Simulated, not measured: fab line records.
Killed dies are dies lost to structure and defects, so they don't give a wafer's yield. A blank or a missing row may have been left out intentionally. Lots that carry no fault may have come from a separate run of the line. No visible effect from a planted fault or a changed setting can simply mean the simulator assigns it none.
Matching of chambers || flow nand harc || NHARC_A_CHANNEL_FILL_D1_ALD_16 on ald hk-01: 4 sister chambers
The step deposits SiO2, target thk 1.5 nm, pulse time 10 s, ald cycles 15. 4 wafers are shown with their chamber, then 8 later ones without.

WAFERS, EACH WITH ITS CHAMBER
{"wafer": "L084.6", "chamber": 2, "heater power w (W)": 511}
{"wafer": "L087.2", "chamber": 3, "heater power w (W)": 472}
{"wafer": "L087.5", "chamber": 1, "heater power w (W)": 532}
{"wafer": "L088.3", "chamber": 0, "heater power w (W)": 453}

WAFERS WHOSE CHAMBER IS MISSING
{"wafer": "L088.5", "heater power w (W)": 511}
{"wafer": "L088.6", "heater power w (W)": 521}
{"wafer": "L092.2", "heater power w (W)": 508}
{"wafer": "L092.5", "heater power w (W)": 531}
{"wafer": "L092.6", "heater power w (W)": 450}
{"wafer": "L091.4", "heater power w (W)": 466}
{"wafer": "L091.5", "heater power w (W)": 514}
{"wafer": "L091.6", "heater power w (W)": 517}

WHICH CHAMBER EACH WENT THROUGH
{"wafer": "L088.5", "from the rows above": 2, "in truth": 2}
{"wafer": "L088.6", "from the rows above": "can't be placed: 2 or 1", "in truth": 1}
{"wafer": "L092.2", "from the rows above": 2, "in truth": 2}
{"wafer": "L092.5", "from the rows above": 1, "in truth": 1}
{"wafer": "L092.6", "from the rows above": 0, "in truth": 0}
{"wafer": "L091.4", "from the rows above": "can't be placed: 3 or 0", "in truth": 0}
{"wafer": "L091.5", "from the rows above": 2, "in truth": 2}
{"wafer": "L091.6", "from the rows above": "can't be placed: 2 or 1", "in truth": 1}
5 of 8 placed correctly. Can't be placed from these rows: 3 (the true chamber is among the candidates in 3). Wrongly placed: 0.
How it was worked out, from the rows above alone: a wafer's distance from a chamber is the root of the sum, over the readings, of the square of ((its reading less the chamber's mean) divided by the reading's scatter). If the next closest chamber is less than 2 further off than the closest, the wafer can't be placed; otherwise it belongs to the closest. For every chamber, the mean is computed from those of its wafers that are shown. The scatter: root of mean squared gap, hidden wafer to nearest shown wafer, with one shown wafer a chamber.
